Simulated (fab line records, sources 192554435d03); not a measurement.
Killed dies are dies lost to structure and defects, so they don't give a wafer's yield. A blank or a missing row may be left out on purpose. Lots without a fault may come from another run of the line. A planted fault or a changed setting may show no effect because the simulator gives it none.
Chamber matching | flow n5_finfet | N5_BEOL_M2_DESCUM_16 on rie_diel-03: 4 sister chambers
The step chemistry O2, time 7 s. 4 wafers are shown with their chamber, then 9 later ones without.

WAFERS WITH THEIR CHAMBER
wafer  | chamber | drypump_motor_current_A (A)
L086.6 | 3       | 5.9
L087.3 | 2       | 6.1
L087.4 | 1       | 5.3
L087.5 | 0       | 5.6

WAFERS WITHOUT THEIR CHAMBER
wafer  | drypump_motor_current_A (A)
L090.3 | 5.5
L090.4 | 5.3
L090.5 | 5.9
L095.1 | 5.6
L095.3 | 5.3
L095.6 | 5.9
L096.2 | 5.3
L096.5 | 5.3
L096.6 | 5.6

WHICH CHAMBER EACH WENT THROUGH
wafer  | from the rows above | in truth
L090.3 | 0                   | 0
L090.4 | 1                   | 1
L090.5 | 3                   | 3
L095.1 | 0                   | 0
L095.3 | 1                   | 1
L095.6 | 3                   | 3
L096.2 | 1                   | 1
L096.5 | 1                   | 1
L096.6 | 0                   | 0
Placed correctly: 9 of 9. Can't be placed from these rows: 0. Placed wrongly: 0.
How it was worked out, from the rows above alone: a wafer's distance from a chamber is the root of the sum, over the readings, of the square of ((its reading less the chamber's mean) divided by the reading's scatter). The wafer belongs to the nearest chamber; if the next one is less than 2 further off, it can't be placed. A chamber's mean is the mean of its shown wafers. The scatter: with one shown wafer a chamber, the root of the mean of the squares of how far each hidden wafer lies from its nearest shown one.
